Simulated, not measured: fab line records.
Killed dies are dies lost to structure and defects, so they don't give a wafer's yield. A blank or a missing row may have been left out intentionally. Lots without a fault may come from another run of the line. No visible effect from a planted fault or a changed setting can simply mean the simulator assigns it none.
fab line records / flow nand-harc
record lots=6 wafers=18 last-day=31
route steps=1302 shown A_ONON_D2@546 END@1302
lots that met no fault: taken from a fault-free run of the same line
start-h: start of the lot's first displayed wafer, in hours after the record's first day / wait-h: how many hours have passed since the lot's step before this one / " unchanged from the row above / L1.1+2: a row that stands for several wafers / - value missing, or start not given / * or withheld: withheld / < > ~ a bound
route shown NAME@n: names a module that has steps shown in the file, with the first one's number in the route / usual: the fault-free wafers' mean and standard deviation / same: alike in all rows / chamber/n: place in a boat / sites: each site's reading / _std_site: the standard deviation of these / _edge_site: mean of outer sites minus mean of inner sites / radius-mm: for every site, how far away it sits from the centre of the wafer / mask NAME#n: copy n / behind: tool/chamber where the wafer was last shaped / hold: reason for holding the lot/hours on hold/outcome of the hold / device: transistor that didn't switch, given as n, p or np / end of line: at the end of the route, the tests of the same wafers / a step given without rows: its recipe and nothing more / killed: dies lost to structure and defects at the first sort, not the wafer's yield / map: the dies of a wafer, with x for killed, . for not killed, _ for no die there
set.NAME: the run value of the setting; set.NAME@STEP: its run value at that earlier step / model.NAME: the simulator's own value behind a step, which no gauge read
lots at selected steps of the route; one table per step, one row per wafer
services: when a tool's chamber went out of use (start-h, in hours from the record's first day, below 0 if earlier), for how many hours, and the reason
## steps
# step NHARC_A_ONON_D2_THK_MEAS_02
# recipe thk-meas-gauge=ellipsometry
# usual thk-nm=998/9.1
lot.wafer=L309.1 tool=film-metro-01 chamber=- start-h=274.12 wait-h=- thk-nm=991
lot.wafer=L309.3 tool=film-metro-01 chamber=- start-h=274.12 wait-h=- thk-nm=992
lot.wafer=L309.5 tool=film-metro-01 chamber=- start-h=274.12 wait-h=- thk-nm=992
lot.wafer=L311.2 tool=film-metro-01 chamber=- start-h=309.59 wait-h=- thk-nm=998
lot.wafer=L311.3 tool=film-metro-01 chamber=- start-h=309.59 wait-h=- thk-nm=999
lot.wafer=L311.4 tool=film-metro-01 chamber=- start-h=309.59 wait-h=- thk-nm=999
lot.wafer=L322.2 tool=film-metro-01 chamber=- start-h=419.20 wait-h=- thk-nm=1016
lot.wafer=L322.5 tool=film-metro-01 chamber=- start-h=419.20 wait-h=- thk-nm=1016
lot.wafer=L322.6 tool=film-metro-01 chamber=- start-h=419.20 wait-h=- thk-nm=1017
lot.wafer=L325.2 tool=film-metro-01 chamber=- start-h=439.90 wait-h=- thk-nm=1000
lot.wafer=L325.3 tool=film-metro-01 chamber=- start-h=439.90 wait-h=- thk-nm=1000
lot.wafer=L325.6 tool=film-metro-01 chamber=- start-h=439.90 wait-h=- thk-nm=1001
lot.wafer=L324.1 tool=film-metro-01 chamber=- start-h=439.90 wait-h=- thk-nm=1006
lot.wafer=L324.4 tool=film-metro-01 chamber=- start-h=439.90 wait-h=- thk-nm=1005
lot.wafer=L324.5 tool=film-metro-01 chamber=- start-h=439.90 wait-h=- thk-nm=1005
lot.wafer=L327.1 tool=film-metro-01 chamber=- start-h=459.66 wait-h=- thk-nm=1002
lot.wafer=L327.3 tool=film-metro-01 chamber=- start-h=459.66 wait-h=- thk-nm=1003
lot.wafer=L327.5 tool=film-metro-01 chamber=- start-h=459.66 wait-h=- thk-nm=1002
# step NHARC_A_ONON_D2_DEP_03
# recipe target-thk-a=10000 n2-flow-sccm=2750 n2o-flow-sccm=2000 nh3-flow-sccm=500 sih4-flow-sccm=210 temp-c=400
# step NHARC_A_ONON_D2_THK_MEAS_05
# recipe thk-meas-gauge=ellipsometry
# usual thk-nm=995/10
lot.wafer=L309.1 tool=film-metro-01 chamber=- start-h=274.68 wait-h=- thk-nm=1004
lot.wafer=L309.3 tool=film-metro-01 chamber=- start-h=274.68 wait-h=- thk-nm=1004
lot.wafer=L309.5 tool=film-metro-01 chamber=- start-h=274.68 wait-h=- thk-nm=1004
lot.wafer=L311.2 tool=film-metro-02 chamber=- start-h=310.16 wait-h=- thk-nm=990
lot.wafer=L311.3 tool=film-metro-02 chamber=- start-h=310.16 wait-h=- thk-nm=988
lot.wafer=L311.4 tool=film-metro-02 chamber=- start-h=310.16 wait-h=- thk-nm=991
lot.wafer=L322.2 tool=film-metro-02 chamber=- start-h=419.77 wait-h=- thk-nm=995
lot.wafer=L322.5 tool=film-metro-02 chamber=- start-h=419.77 wait-h=- thk-nm=996
lot.wafer=L322.6 tool=film-metro-02 chamber=- start-h=419.77 wait-h=- thk-nm=995
lot.wafer=L324.1 tool=film-metro-01 chamber=- start-h=440.46 wait-h=- thk-nm=1005
lot.wafer=L324.4 tool=film-metro-01 chamber=- start-h=440.46 wait-h=- thk-nm=1005
lot.wafer=L324.5 tool=film-metro-01 chamber=- start-h=440.46 wait-h=- thk-nm=1004
lot.wafer=L325.2 tool=film-metro-01 chamber=- start-h=440.47 wait-h=- thk-nm=979
lot.wafer=L325.3 tool=film-metro-01 chamber=- start-h=440.47 wait-h=- thk-nm=977
lot.wafer=L325.6 tool=film-metro-01 chamber=- start-h=440.47 wait-h=- thk-nm=981
lot.wafer=L327.1 tool=film-metro-02 chamber=- start-h=460.23 wait-h=- thk-nm=988
lot.wafer=L327.3 tool=film-metro-02 chamber=- start-h=460.23 wait-h=- thk-nm=987
lot.wafer=L327.5 tool=film-metro-02 chamber=- start-h=460.23 wait-h=- thk-nm=988
# step NHARC_A_ONON_D2_DEP_06
# recipe target-thk-a=10000 n2-flow-sccm=2750 n2o-flow-sccm=2000 nh3-flow-sccm=500 sih4-flow-sccm=210 temp-c=400
# step NHARC_A_ONON_D2_THK_MEAS_08
# recipe thk-meas-gauge=ellipsometry
# usual thk-nm=1002/9.7
lot.wafer=L309.1 tool=film-metro-02 chamber=- start-h=275.25 wait-h=- thk-nm=1004
lot.wafer=L309.3 tool=film-metro-02 chamber=- start-h=275.25 wait-h=- thk-nm=1005
lot.wafer=L309.5 tool=film-metro-02 chamber=- start-h=275.25 wait-h=- thk-nm=1006
lot.wafer=L311.2 tool=film-metro-02 chamber=- start-h=310.73 wait-h=- thk-nm=996
lot.wafer=L311.3 tool=film-metro-02 chamber=- start-h=310.73 wait-h=- thk-nm=996
lot.wafer=L311.4 tool=film-metro-02 chamber=- start-h=310.73 wait-h=- thk-nm=997
lot.wafer=L322.2 tool=film-metro-02 chamber=- start-h=420.33 wait-h=- thk-nm=1010
lot.wafer=L322.5 tool=film-metro-02 chamber=- start-h=420.33 wait-h=- thk-nm=1011
lot.wafer=L322.6 tool=film-metro-02 chamber=- start-h=420.33 wait-h=- thk-nm=1012
lot.wafer=L325.2 tool=film-metro-01 chamber=- start-h=441.03 wait-h=- thk-nm=999
lot.wafer=L325.3 tool=film-metro-01 chamber=- start-h=441.03 wait-h=- thk-nm=999
lot.wafer=L325.6 tool=film-metro-01 chamber=- start-h=441.03 wait-h=- thk-nm=999
lot.wafer=L324.1 tool=film-metro-01 chamber=- start-h=441.03 wait-h=- thk-nm=984
lot.wafer=L324.4 tool=film-metro-01 chamber=- start-h=441.03 wait-h=- thk-nm=982
lot.wafer=L324.5 tool=film-metro-01 chamber=- start-h=441.03 wait-h=- thk-nm=982
lot.wafer=L327.1 tool=film-metro-01 chamber=- start-h=460.90 wait-h=- thk-nm=1004
lot.wafer=L327.3 tool=film-metro-01 chamber=- start-h=460.90 wait-h=- thk-nm=1007
lot.wafer=L327.5 tool=film-metro-01 chamber=- start-h=460.90 wait-h=- thk-nm=1006
# step NHARC_A_ONON_D2_DEP_09
# recipe target-thk-a=10000 n2-flow-sccm=2750 n2o-flow-sccm=2000 nh3-flow-sccm=500 sih4-flow-sccm=210 temp-c=400
# step NHARC_A_ONON_D2_THK_MEAS_11
# recipe thk-meas-gauge=ellipsometry
# usual thk-nm=1001/12
lot.wafer=L309.1 tool=film-metro-02 chamber=- start-h=275.82 wait-h=- thk-nm=998
lot.wafer=L309.3 tool=film-metro-02 chamber=- start-h=275.82 wait-h=- thk-nm=1001
lot.wafer=L309.5 tool=film-metro-02 chamber=- start-h=275.82 wait-h=- thk-nm=1001
lot.wafer=L311.2 tool=film-metro-02 chamber=- start-h=311.30 wait-h=- thk-nm=1008
lot.wafer=L311.3 tool=film-metro-02 chamber=- start-h=311.30 wait-h=- thk-nm=1008
lot.wafer=L311.4 tool=film-metro-02 chamber=- start-h=311.30 wait-h=- thk-nm=1008
lot.wafer=L322.2 tool=film-metro-02 chamber=- start-h=420.89 wait-h=- thk-nm=1007
lot.wafer=L322.5 tool=film-metro-02 chamber=- start-h=420.89 wait-h=- thk-nm=1007
lot.wafer=L322.6 tool=film-metro-02 chamber=- start-h=420.89 wait-h=- thk-nm=1009
lot.wafer=L325.2 tool=film-metro-01 chamber=- start-h=441.60 wait-h=- thk-nm=1000
lot.wafer=L325.3 tool=film-metro-01 chamber=- start-h=441.60 wait-h=- thk-nm=1000
lot.wafer=L325.6 tool=film-metro-01 chamber=- start-h=441.60 wait-h=- thk-nm=1000
lot.wafer=L324.1 tool=film-metro-01 chamber=- start-h=441.63 wait-h=- thk-nm=972
lot.wafer=L324.4 tool=film-metro-01 chamber=- start-h=441.63 wait-h=- thk-nm=974
lot.wafer=L324.5 tool=film-metro-01 chamber=- start-h=441.63 wait-h=- thk-nm=974
lot.wafer=L327.1 tool=film-metro-02 chamber=- start-h=461.46 wait-h=- thk-nm=1000
lot.wafer=L327.3 tool=film-metro-02 chamber=- start-h=461.46 wait-h=- thk-nm=1000
lot.wafer=L327.5 tool=film-metro-02 chamber=- start-h=461.46 wait-h=- thk-nm=1001
# step NHARC_A_ONON_D2_DEP_12
# recipe target-thk-a=10000 n2-flow-sccm=2750 n2o-flow-sccm=2000 nh3-flow-sccm=500 sih4-flow-sccm=210 temp-c=400
# step NHARC_A_ONON_D2_THK_MEAS_14
# recipe thk-meas-gauge=ellipsometry
# usual thk-nm=998/11
lot.wafer=L309.1 tool=film-metro-01 chamber=- start-h=276.39 wait-h=- thk-nm=1007
lot.wafer=L309.3 tool=film-metro-01 chamber=- start-h=276.39 wait-h=- thk-nm=1008
lot.wafer=L309.5 tool=film-metro-01 chamber=- start-h=276.39 wait-h=- thk-nm=1008
lot.wafer=L311.2 tool=film-metro-01 chamber=- start-h=311.86 wait-h=- thk-nm=994
lot.wafer=L311.3 tool=film-metro-01 chamber=- start-h=311.86 wait-h=- thk-nm=994
lot.wafer=L311.4 tool=film-metro-01 chamber=- start-h=311.86 wait-h=- thk-nm=995
lot.wafer=L322.2 tool=film-metro-02 chamber=- start-h=421.46 wait-h=- thk-nm=1028
lot.wafer=L322.5 tool=film-metro-02 chamber=- start-h=421.46 wait-h=- thk-nm=1026
lot.wafer=L322.6 tool=film-metro-02 chamber=- start-h=421.46 wait-h=- thk-nm=1026
lot.wafer=L325.2 tool=film-metro-01 chamber=- start-h=442.17 wait-h=- thk-nm=985
lot.wafer=L325.3 tool=film-metro-01 chamber=- start-h=442.17 wait-h=- thk-nm=984
lot.wafer=L325.6 tool=film-metro-01 chamber=- start-h=442.17 wait-h=- thk-nm=983
lot.wafer=L324.1 tool=film-metro-01 chamber=- start-h=442.19 wait-h=- thk-nm=1007
lot.wafer=L324.4 tool=film-metro-01 chamber=- start-h=442.19 wait-h=- thk-nm=1007
lot.wafer=L324.5 tool=film-metro-01 chamber=- start-h=442.19 wait-h=- thk-nm=1007
lot.wafer=L327.1 tool=film-metro-02 chamber=- start-h=462.03 wait-h=- thk-nm=1001
lot.wafer=L327.3 tool=film-metro-02 chamber=- start-h=462.03 wait-h=- thk-nm=1001
lot.wafer=L327.5 tool=film-metro-02 chamber=- start-h=462.03 wait-h=- thk-nm=1001
# step NHARC_A_ONON_D2_ANNEAL_15
# recipe temp-c=750 time-s=3600
# step NHARC_A_ONON_D2_DEP_16
# recipe target-thk-a=10000 n2-flow-sccm=2750 n2o-flow-sccm=2000 nh3-flow-sccm=500 sih4-flow-sccm=210 temp-c=400
# step NHARC_A_ONON_D2_THK_MEAS_18
# recipe thk-meas-gauge=ellipsometry
# usual thk-nm=1000/11
lot.wafer=L309.1 tool=film-metro-02 chamber=- start-h=282.38 wait-h=- thk-nm=1006
lot.wafer=L309.3 tool=film-metro-02 chamber=- start-h=282.38 wait-h=- thk-nm=1005
lot.wafer=L309.5 tool=film-metro-02 chamber=- start-h=282.38 wait-h=- thk-nm=1005
lot.wafer=L311.2 tool=film-metro-02 chamber=- start-h=319.96 wait-h=- thk-nm=992
lot.wafer=L311.3 tool=film-metro-02 chamber=- start-h=319.96 wait-h=- thk-nm=992
lot.wafer=L311.4 tool=film-metro-02 chamber=- start-h=319.96 wait-h=- thk-nm=990
lot.wafer=L322.2 tool=film-metro-01 chamber=- start-h=428.79 wait-h=- thk-nm=993
lot.wafer=L322.5 tool=film-metro-01 chamber=- start-h=428.79 wait-h=- thk-nm=994
lot.wafer=L322.6 tool=film-metro-01 chamber=- start-h=428.79 wait-h=- thk-nm=996
lot.wafer=L324.1 tool=film-metro-01 chamber=- start-h=450.53 wait-h=- thk-nm=1015
lot.wafer=L324.4 tool=film-metro-01 chamber=- start-h=450.53 wait-h=- thk-nm=1015
lot.wafer=L324.5 tool=film-metro-01 chamber=- start-h=450.53 wait-h=- thk-nm=1016
lot.wafer=L325.2 tool=film-metro-02 chamber=- start-h=450.56 wait-h=- thk-nm=1016
lot.wafer=L325.3 tool=film-metro-02 chamber=- start-h=450.56 wait-h=- thk-nm=1017
lot.wafer=L325.6 tool=film-metro-02 chamber=- start-h=450.56 wait-h=- thk-nm=1018
lot.wafer=L327.1 tool=film-metro-01 chamber=- start-h=471.49 wait-h=- thk-nm=1001
lot.wafer=L327.3 tool=film-metro-01 chamber=- start-h=471.49 wait-h=- thk-nm=1001
lot.wafer=L327.5 tool=film-metro-01 chamber=- start-h=471.49 wait-h=- thk-nm=1000
# step NHARC_A_ONON_D2_DEP_19
# recipe target-thk-a=10000 n2-flow-sccm=2750 n2o-flow-sccm=2000 nh3-flow-sccm=500 sih4-flow-sccm=210 temp-c=400
lot.wafer=L309.1+3+5 tool=pecvd-onon-01 chamber=0 start-h=282.43 wait-h=0.1
lot.wafer=L311.2+3+4 tool=pecvd-onon-03 chamber=0 start-h=320.08 wait-h=0.1
lot.wafer=L322.2+5+6 tool=pecvd-onon-03 chamber=0 start-h=428.90 wait-h=0.1
lot.wafer=L324.1+4+5 tool=pecvd-onon-03 chamber=0 start-h=450.73 wait-h=0.2
lot.wafer=L325.2+3+6 tool=pecvd-onon-02 chamber=0 start-h=450.83 wait-h=0.3
lot.wafer=L327.1+3+5 tool=pecvd-onon-01 chamber=0 start-h=471.55 wait-h=0.1
# step NHARC_A_ONON_D2_THK_MEAS_21
# recipe thk-meas-gauge=ellipsometry
# usual thk-nm=1002/9.7
lot.wafer=L309.1 tool=film-metro-01 chamber=- start-h=282.95 wait-h=- thk-nm=997
lot.wafer=L309.3 tool=film-metro-01 chamber=- start-h=282.95 wait-h=- thk-nm=996
lot.wafer=L309.5 tool=film-metro-01 chamber=- start-h=282.95 wait-h=- thk-nm=996
lot.wafer=L311.2 tool=film-metro-02 chamber=- start-h=320.53 wait-h=- thk-nm=1001
lot.wafer=L311.3 tool=film-metro-02 chamber=- start-h=320.53 wait-h=- thk-nm=1000
lot.wafer=L311.4 tool=film-metro-02 chamber=- start-h=320.53 wait-h=- thk-nm=1000
lot.wafer=L322.2 tool=film-metro-02 chamber=- start-h=429.36 wait-h=- thk-nm=1860
lot.wafer=L322.5 tool=film-metro-02 chamber=- start-h=429.36 wait-h=- thk-nm=1000
lot.wafer=L322.6 tool=film-metro-02 chamber=- start-h=429.36 wait-h=- thk-nm=1000
lot.wafer=L324.1 tool=film-metro-01 chamber=- start-h=451.24 wait-h=- thk-nm=1857
lot.wafer=L324.4 tool=film-metro-01 chamber=- start-h=451.24 wait-h=- thk-nm=996
lot.wafer=L324.5 tool=film-metro-01 chamber=- start-h=451.24 wait-h=- thk-nm=996
lot.wafer=L325.2 tool=film-metro-02 chamber=- start-h=451.29 wait-h=- thk-nm=1000
lot.wafer=L325.3 tool=film-metro-02 chamber=- start-h=451.29 wait-h=- thk-nm=1000
lot.wafer=L325.6 tool=film-metro-02 chamber=- start-h=451.29 wait-h=- thk-nm=1002
lot.wafer=L327.1 tool=film-metro-02 chamber=- start-h=472.06 wait-h=- thk-nm=1004
lot.wafer=L327.3 tool=film-metro-02 chamber=- start-h=472.06 wait-h=- thk-nm=1004
lot.wafer=L327.5 tool=film-metro-02 chamber=- start-h=472.06 wait-h=- thk-nm=1004
# step NHARC_A_ONON_D2_DEP_22
# recipe target-thk-a=10000 n2-flow-sccm=2750 n2o-flow-sccm=2000 nh3-flow-sccm=500 sih4-flow-sccm=210 temp-c=400
# step NHARC_END_SORT_01
# recipe temp-c=25
# usual killed-at-array=59/20 killed-at-other=0.8/1.1 killed-at-periphery=5/3.1 killed-dies=64/21 killed-open=3.4/1.9 killed-short=2.3/1.7
# same gross-dies=677
lot.wafer=L322.2 tool=prober-01 chamber=0 start-h=701.30 wait-h=2.8 killed-at-array=672 killed-at-other=1 killed-at-periphery=4 killed-dies=677 killed-open=3 killed-short=4
lot.wafer=L322.5 tool=prober-01 chamber=0 start-h=703.71 wait-h=3.7 killed-at-array=89 killed-at-other=1 killed-at-periphery=8 killed-dies=98 killed-open=4 killed-short=6
lot.wafer=L322.6 tool=prober-01 chamber=0 start-h=704.51 wait-h=4.0 killed-at-array=73 killed-at-other=1 killed-at-periphery=4 killed-dies=78 killed-open=3 killed-short=1
lot.wafer=L324.1 tool=prober-02 chamber=0 start-h=738.07 wait-h=2.5 killed-at-array=668 killed-at-other=1 killed-at-periphery=8 killed-dies=677 killed-open=6 killed-short=4
lot.wafer=L324.4 tool=prober-02 chamber=0 start-h=740.44 wait-h=3.4 killed-at-array=54 killed-at-other=1 killed-at-periphery=7 killed-dies=62 killed-open=4 killed-short=1
lot.wafer=L324.5 tool=prober-02 chamber=0 start-h=741.23 wait-h=3.7 killed-at-array=41 killed-at-other=1 killed-at-periphery=8 killed-dies=50 killed-open=4 killed-short=1
lot.wafer=L325.2 tool=prober-01 chamber=0 start-h=738.91 wait-h=2.8 killed-at-array=74 killed-at-other=0 killed-at-periphery=4 killed-dies=78 killed-open=6 killed-short=4
lot.wafer=L325.3 tool=prober-01 chamber=0 start-h=739.72 wait-h=3.1 killed-at-array=71 killed-at-other=0 killed-at-periphery=9 killed-dies=80 killed-open=7 killed-short=0
lot.wafer=L325.6 tool=prober-01 chamber=0 start-h=742.14 wait-h=4.0 killed-at-array=62 killed-at-other=0 killed-at-periphery=1 killed-dies=63 killed-open=2 killed-short=3
lot.wafer=L327.1 tool=prober-01 chamber=0 start-h=749.64 wait-h=2.5 killed-at-array=78 killed-at-other=4 killed-at-periphery=8 killed-dies=90 killed-open=5 killed-short=3
lot.wafer=L327.3 tool=prober-01 chamber=0 start-h=751.23 wait-h=3.1 killed-at-array=78 killed-at-other=1 killed-at-periphery=7 killed-dies=86 killed-open=3 killed-short=0
lot.wafer=L327.5 tool=prober-01 chamber=0 start-h=752.83 wait-h=3.7 killed-at-array=77 killed-at-other=2 killed-at-periphery=12 killed-dies=91 killed-open=2 killed-short=3
# killed by level:class
L322.2 A_ONON_D2:area-dep=577 A_SLIT:chamber-film-flake=32 A_CHANNEL_HOLE_D1:chamber-film-flake=27 A_CHANNEL_HOLE_D2:chamber-film-flake=15 A_CONTACT:chamber-film-flake=5 P_GATE:chamber-film-flake=3 A_STAIRCASE:chamber-film-flake=3 A_SGD_CUT:chamber-film-flake=3
L322.5 A_CHANNEL_HOLE_D1:chamber-film-flake=30 A_SLIT:chamber-film-flake=22 A_CHANNEL_HOLE_D2:chamber-film-flake=16 A_STAIRCASE:chamber-film-flake=5 A_CONTACT:chamber-film-flake=4 P_GATE:chamber-film-flake=3 A_WL_FILL:geometric-particle:short=2 P_BONDPAD:chamber-film-flake=2
L322.6 A_CHANNEL_HOLE_D1:chamber-film-flake=27 A_CHANNEL_HOLE_D2:chamber-film-flake=17 A_SLIT:chamber-film-flake=13 A_CONTACT:chamber-film-flake=5 A_STAIRCASE:chamber-film-flake=3 P_GATE:chamber-film-flake=2 P_BONDPAD:chamber-film-flake=2 A_CHANNEL_FILL_D1:geometric-particle:open=1
L324.1 A_ONON_D2:area-dep=618 A_CHANNEL_HOLE_D2:chamber-film-flake=24 A_CONTACT:chamber-film-flake=8 A_CHANNEL_HOLE_D1:chamber-film-flake=6 A_CHANNEL_FILL_D1:chamber-film-flake=3 A_SLIT:chamber-film-flake=3 P_STI:chamber-film-flake=2 P_GATE:chamber-film-flake=2
L325.2 A_CHANNEL_HOLE_D1:chamber-film-flake=33 A_STAIRCASE:chamber-film-flake=15 A_CONTACT:chamber-film-flake=7 A_CHANNEL_HOLE_D2:chamber-film-flake=6 A_SLIT:chamber-film-flake=5 P_CONTACT:geometric-particle:open=2 A_ONON_D1:geometric-particle:short=2 A_CHANNEL_FILL_D1:geometric-particle:open=2
L325.3 A_CHANNEL_HOLE_D1:chamber-film-flake=36 A_STAIRCASE:chamber-film-flake=18 A_CONTACT:chamber-film-flake=6 P_CONTACT:geometric-particle:open=3 P_ZERO_WELL:chamber-film-flake=3 A_SLIT:chamber-film-flake=3 P_STI:chamber-film-flake=2 A_CHANNEL_HOLE_D2:chamber-film-flake=2
L324.4 A_CHANNEL_HOLE_D2:chamber-film-flake=28 A_CONTACT:chamber-film-flake=7 A_CHANNEL_HOLE_D1:chamber-film-flake=5 A_STAIRCASE:chamber-film-flake=5 P_BONDPAD:chamber-film-flake=4 A_CHANNEL_FILL_D1:chamber-film-flake=4 P_STI:chamber-film-flake=3 A_CHANNEL_FILL_D2:geometric-particle:open=2
L324.5 A_CHANNEL_HOLE_D2:chamber-film-flake=18 A_CONTACT:chamber-film-flake=4 A_CHANNEL_FILL_D1:chamber-film-flake=4 A_STAIRCASE:chamber-film-flake=4 A_SLIT:chamber-film-flake=4 P_STI:chamber-film-flake=3 P_GATE:chamber-film-flake=2 A_CHANNEL_HOLE_D1:chamber-film-flake=2
L325.6 A_CHANNEL_HOLE_D1:chamber-film-flake=35 A_STAIRCASE:chamber-film-flake=9 A_SLIT:chamber-film-flake=4 A_CHANNEL_HOLE_D2:chamber-film-flake=3 A_CONTACT:chamber-film-flake=3 A_ONON_D1:geometric-particle:short=2 A_BLC:chamber-film-flake=2 A_CHANNEL_HOLE_D1:geometric-particle:open=1
L327.1 A_CHANNEL_HOLE_D1:chamber-film-flake=34 A_SLIT:chamber-film-flake=32 P_M2:chamber-film-flake=3 A_CHANNEL_FILL_D1:chamber-film-flake=3 A_WL_FILL:geometric-particle:open=2 STARTING-WAFER:geometric-particle:open=2 P_ZERO_WELL:chamber-film-flake=2 A_WL_FILL:chamber-film-flake=2
L327.3 A_SLIT:chamber-film-flake=38 A_CHANNEL_HOLE_D1:chamber-film-flake=33 P_CONTACT:chamber-film-flake=2 P_M2:chamber-film-flake=2 A_STAIRCASE:chamber-film-flake=2 A_CONTACT:chamber-film-flake=2 A_SOURCE_PLATE:geometric-particle:open=1 A_CHANNEL_FILL_D2:geometric-particle:open=1
L327.5 A_CHANNEL_HOLE_D1:chamber-film-flake=31 A_SLIT:chamber-film-flake=30 P_M2:chamber-film-flake=4 A_CHANNEL_FILL_D1:chamber-film-flake=4 A_CONTACT:chamber-film-flake=4 P_CONTACT:chamber-film-flake=3 A_WL_FILL:chamber-film-flake=3 A_DECK1_JOINT:chamber-film-flake=2
# map L322.2 (x killed, . not)
____________x____________
_________xxxxxxx_________
_______xxxxxxxxxxx_______
______xxxxxxxxxxxxx______
_____xxxxxxxxxxxxxxx_____
____xxxxxxxxxxxxxxxxx____
____xxxxxxxxxxxxxxxxx____
___xxxxxxxxxxxxxxxxxxx___
___xxxxxxxxxxxxxxxxxxx___
__xxxxxxxxxxxxxxxxxxxxx__
__xxxxxxxxxxxxxxxxxxxxx__
_xxxxxxxxxxxxxxxxxxxxxxx_
_xxxxxxxxxxxxxxxxxxxxxxx_
_xxxxxxxxxxxxxxxxxxxxxxx_
_xxxxxxxxxxxxxxxxxxxxxxx_
_xxxxxxxxxxxxxxxxxxxxxxx_
xxxxxxxxxxxxxxxxxxxxxxxxx
xxxxxxxxxxxxxxxxxxxxxxxxx
xxxxxxxxxxxxxxxxxxxxxxxxx
xxxxxxxxxxxxxxxxxxxxxxxxx
xxxxxxxxxxxxxxxxxxxxxxxxx
_xxxxxxxxxxxxxxxxxxxxxxx_
_xxxxxxxxxxxxxxxxxxxxxxx_
_xxxxxxxxxxxxxxxxxxxxxxx_
_xxxxxxxxxxxxxxxxxxxxxxx_
_xxxxxxxxxxxxxxxxxxxxxxx_
__xxxxxxxxxxxxxxxxxxxxx__
__xxxxxxxxxxxxxxxxxxxxx__
___xxxxxxxxxxxxxxxxxxx___
___xxxxxxxxxxxxxxxxxxx___
____xxxxxxxxxxxxxxxxx____
____xxxxxxxxxxxxxxxxx____
_____xxxxxxxxxxxxxxx_____
______xxxxxxxxxxxxx______
_______xxxxxxxxxxx_______
_________xxxxxxx_________
____________x____________
# map L324.1 (x killed, . not)
____________x____________
_________xxxxxxx_________
_______xxxxxxxxxxx_______
______xxxxxxxxxxxxx______
_____xxxxxxxxxxxxxxx_____
____xxxxxxxxxxxxxxxxx____
____xxxxxxxxxxxxxxxxx____
___xxxxxxxxxxxxxxxxxxx___
___xxxxxxxxxxxxxxxxxxx___
__xxxxxxxxxxxxxxxxxxxxx__
__xxxxxxxxxxxxxxxxxxxxx__
_xxxxxxxxxxxxxxxxxxxxxxx_
_xxxxxxxxxxxxxxxxxxxxxxx_
_xxxxxxxxxxxxxxxxxxxxxxx_
_xxxxxxxxxxxxxxxxxxxxxxx_
_xxxxxxxxxxxxxxxxxxxxxxx_
xxxxxxxxxxxxxxxxxxxxxxxxx
xxxxxxxxxxxxxxxxxxxxxxxxx
xxxxxxxxxxxxxxxxxxxxxxxxx
xxxxxxxxxxxxxxxxxxxxxxxxx
xxxxxxxxxxxxxxxxxxxxxxxxx
_xxxxxxxxxxxxxxxxxxxxxxx_
_xxxxxxxxxxxxxxxxxxxxxxx_
_xxxxxxxxxxxxxxxxxxxxxxx_
_xxxxxxxxxxxxxxxxxxxxxxx_
_xxxxxxxxxxxxxxxxxxxxxxx_
__xxxxxxxxxxxxxxxxxxxxx__
__xxxxxxxxxxxxxxxxxxxxx__
___xxxxxxxxxxxxxxxxxxx___
___xxxxxxxxxxxxxxxxxxx___
____xxxxxxxxxxxxxxxxx____
____xxxxxxxxxxxxxxxxx____
_____xxxxxxxxxxxxxxx_____
______xxxxxxxxxxxxx______
_______xxxxxxxxxxx_______
_________xxxxxxx_________
____________x____________
## services
tool=pecvd-onon-01 chamber=- start-h=269.23 hours=13.0 kind=pm
tool=pecvd-onon-02 chamber=- start-h=362.81 hours=5.1 kind=repair
tool=pecvd-onon-02 chamber=- start-h=401.77 hours=9.5 kind=repair
tool=pecvd-onon-03 chamber=- start-h=408.26 hours=13.0 kind=pm
tool=pecvd-onon-01 chamber=- start-h=450.40 hours=13.0 kind=pm
## key
first-sign step=NHARC_A_ONON_D2_THK_MEAS_21 reading=thk-nm direction=up sigmas=88 usual=1002 struck=1859
effect step=NHARC_END_SORT_01 reading=killed-at-array direction=up sigmas=31 usual=59 struck=670
more-kills-born-at NHARC_A_ONON_D2_DEP_19@pecvd-onon-03=1195
met-at NHARC_A_ONON_D2_DEP_19
struck-wafers L322.2,L324.1
later-rows-left-out L322.2,L324.1
tester-left-out L322,L324
onset-between 320.08 428.90
fault kind=process-parameter-drift tool=pecvd-onon-03 chamber=- onset-h=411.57 steps=NHARC_A_ONON_D2_DEP_19 channel=target-thk-a offset=* shape=step end-h=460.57 scope=struck-wafers-only acts-in=* stated=*
# tester-left-out: of these lots the tester's yield and bins aren't shown, on N5 and GAA mostly nor the transistor test; their killed dies are dies lost to structure and defects alone, not to doping, threshold or leakage, so they don't give the yield
# later-rows-left-out: the simulator's readings of these wafers behind a module that went badly wrong aren't trusted and aren't shown, but for the sort
